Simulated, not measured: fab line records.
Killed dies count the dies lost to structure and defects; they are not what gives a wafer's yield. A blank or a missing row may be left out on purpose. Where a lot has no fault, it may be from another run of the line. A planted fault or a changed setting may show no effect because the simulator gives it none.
Code-filled problem report in 8D (eight disciplines) form | flow n5_finfet | the parts of the form that need people (team, actions taken, sign-off) are left out

## 1. THE ISSUE
run_length_s at N5_HKMG_FIN_ETCH_35 reads a mean of 278.0 s on 2 wafers of 2 lots; wafers without a fault read 266.8 s with a standard deviation of 0.55. That is +20 standard deviations from the usual mean.
The step: etches SOC in N2/H2, target depth 215.8 nm, time 243.4 s.
First seen on wafer L405.4, day 6 02:05, on rie_diel-02. At this step, 28 wafers from 10 lots have a number in the record. The rule behind "out" and "out of limits": a value lying over 4 standard deviations away from the usual mean. Any other wafer with a number is counted as sound.

## 2. WHAT THIS IS AND IS NOT
question                    | is               | is not
which readings at this step | run_length_s     | drypump_motor_current_A, oes_product_au, rf_vpp_V, showerhead_plenum_p_Torr, throttle_valve_pct
which lots                  | L405, L406       | L398, L399, L401, L412, L415, L416, L419, L420
which wafers of those lots  | L405.4, L406.6   | L405.2, L406.3
read on which tools         | rie_diel-02      | rie_diel-01, rie_diel-05
when                        | from day 6 02:05 | up to then (10 sound wafers); but 16 sound wafers of L406, L412, L415, L416, L419, L420 came after

## 3. SUSPECTS, AND WHAT RULES EACH OUT
Counting: a tool at a process step up to the reading stays a suspect if it ran every lot that is out. Sound lots after the first of them don't rule it out here, since some wafers of a struck lot are sound.
- rie_diel-02 at N5_HKMG_FIN_ETCH_35 (etches SOC in N2/H2, target depth 215.8 nm, time 243.4 s): kept. Ran every lot that is out, first one L405 (day 6 02:05); last sound lot up to then L401 (day 5 02:29). On those wafers its own readings are out: run_length_s.
Left after counting: rie_diel-02 at N5_HKMG_FIN_ETCH_35.

## 4. THE CAUSE (what the simulator had put in)
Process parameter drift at N5_HKMG_FIN_ETCH_35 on rie_diel-02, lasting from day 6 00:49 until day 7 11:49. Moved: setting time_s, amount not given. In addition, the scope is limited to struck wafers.
Only this tool survived the counting.

## 5. SEQUENCE OF EFFECTS, ordered by route
Each row: a reading whose mean over the struck wafers that have a number lies more than 3 standard deviations from the usual. Only readings whose record carries a usual standard deviation are examined. hours: median over the lots of the time between each lot's start at the first step of this table that gives one and its start at this step. sigmas: the change, counted in usual standard deviations.
hours | step                | reading      | usual   | on struck wafers | change | sigmas
0     | N5_HKMG_FIN_ETCH_35 | run_length_s | 266.8 s | 278.0            | +11.2  | +20
Its process steps:
- N5_HKMG_FIN_ETCH_35: etches SOC in N2/H2, target depth 215.8 nm, time 243.4 s.
Later measuring or inspecting steps at which every struck wafer that the step has a row for has a number for every such reading, and none has moved that far: N5_BEOL_M4_RC_MEAS_101.

## 6. WHAT WOULD HAVE CAUGHT IT SOONER
In this record the first reading out of limits was taken at day 6 02:05, 1 hour after the fault began at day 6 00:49.
